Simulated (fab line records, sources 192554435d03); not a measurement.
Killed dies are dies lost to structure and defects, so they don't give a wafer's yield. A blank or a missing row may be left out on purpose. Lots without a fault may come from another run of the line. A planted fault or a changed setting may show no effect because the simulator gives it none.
One fault seen from 2 desks | flow n5_finfet | each desk has only its own numbers; what lay behind them comes last

THE METROLOGY DESK
What the gauges read, lot by lot, whatever tool the lot ran on: means of the sampled wafers that have a number. A lot is out of limits, marked OUT, if its mean lies more than 4 standard deviations from the usual mean; the brackets give that distance. Of its 11 readings 7 are shown: those that lie furthest out on some lot.
Columns: A = DIBL_N at N5_BEOL_M4_RC_MEAS_101, usual 35.9 mV/V; B = DIBL_P at N5_BEOL_M4_RC_MEAS_101, usual 35.8 mV/V; C = IOFF_N at N5_BEOL_M4_RC_MEAS_101, usual 0.15 nA/um; D = IOFF_P at N5_BEOL_M4_RC_MEAS_101, usual 0.21 nA/um; E = ION_P at N5_BEOL_M4_RC_MEAS_101, usual 462 uA/um; F = VT_N at N5_BEOL_M4_RC_MEAS_101, usual 250 mV; G = VT_P at N5_BEOL_M4_RC_MEAS_101, usual -250 mV
lot  | first seen here | A    | B    | C    | D    | E   | F   | G
L585 | day 6 05:26     | 36.7 | 36.3 | 0.14 | 0.20 | 458 | 252 | -251
L590 | day 7 21:48     | 33.1 | 33.8 | 0.13 | 0.17 | 455 | 253 | -254
L592 | day 8 00:14     | 35.1 | 35.4 | 0.15 | 0.20 | 459 | 249 | -251
L591 | day 8 03:50     | 36.9 | 37.1 | 0.17 | 0.22 | 464 | 248 | -250
L594 | day 8 21:06     | 35.9 | 34.5 | 0.13 | 0.19 | 458 | 254 | -250
L595 | day 8 23:44     | 36.0 | 36.2 | 0.15 | 0.18 | 458 | 252 | -252
L596 | day 9 07:40     | 38.0 | 37.0 | 0.19 | 0.25 | 474 | 246 | -245
L601 | day 10 12:46    | 35.2 | 35.6 | 0.14 | 0.20 | 465 | 252 | -250
L604 | day 11 01:55    | 34.6 | 32.1 | 0.13 | 0.17 | 460 | 252 | -253
L605 | day 11 11:32    | 36.2 | 36.5 | 0.17 | 0.24 | 471 | 246 | -247
L606 | day 12 01:02    | 36.2 | 38.5 | 0.15 | 0.21 | 457 | 251 | -249
This desk's finding: nothing out of limits on any of the 11 lots.

THE TOOL OWNER'S DESK: litho_track-05
The tool's own readings at N5_BEOL_M2_COAT_61 (time 60 s, resist thk 60 nm): means of the sampled wafers that have a number, for each lot that ran on this tool. A lot is out of limits, marked OUT, if its mean lies more than 4 standard deviations from the usual mean; the brackets give that distance.
Columns: A = chill_plate_temp_C at N5_BEOL_M2_COAT_61, usual 22.98 C; B = exhaust_pa at N5_BEOL_M2_COAT_61, usual 44.9 Pa; C = run_length_s at N5_BEOL_M2_COAT_61, usual 66.27 s
lot  | first seen here | A     | B    | C
L590 | day 7 23:47     | 22.78 | 45.0 | 66.52
L592 | day 8 04:40     | 22.91 | 45.2 | 66.36
L594 | day 8 23:11     | 23.14 | 44.5 | 68.31 (+8.9) OUT
L595 | day 9 00:12     | 22.94 | 44.6 | 68.42 (+9.3) OUT
This desk's finding: out of limits on L594, L595; first on L594, day 8 23:11 (run_length_s at N5_BEOL_M2_COAT_61). In limits: L590, L592.

PUT TOGETHER
The tool owner's desk could have raised an alarm at day 8 23:11, on L594, L595.
The metrology desk saw nothing out of limits.
The metrology desk has L594, L595 on record, within its limits.
Of the lots named, all ran N5_BEOL_M2_COAT_61 on litho_track-05.

WHAT THE SIMULATOR HAD PUT IN
Process parameter drift: litho_track-05, from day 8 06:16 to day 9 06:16, at N5_BEOL_M2_COAT_61. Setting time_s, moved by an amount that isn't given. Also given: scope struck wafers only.
Lots struck among those shown: L594, L595.
Hours from the fault's start to each desk's first reading out of limits: the tool owner's desk, 17.
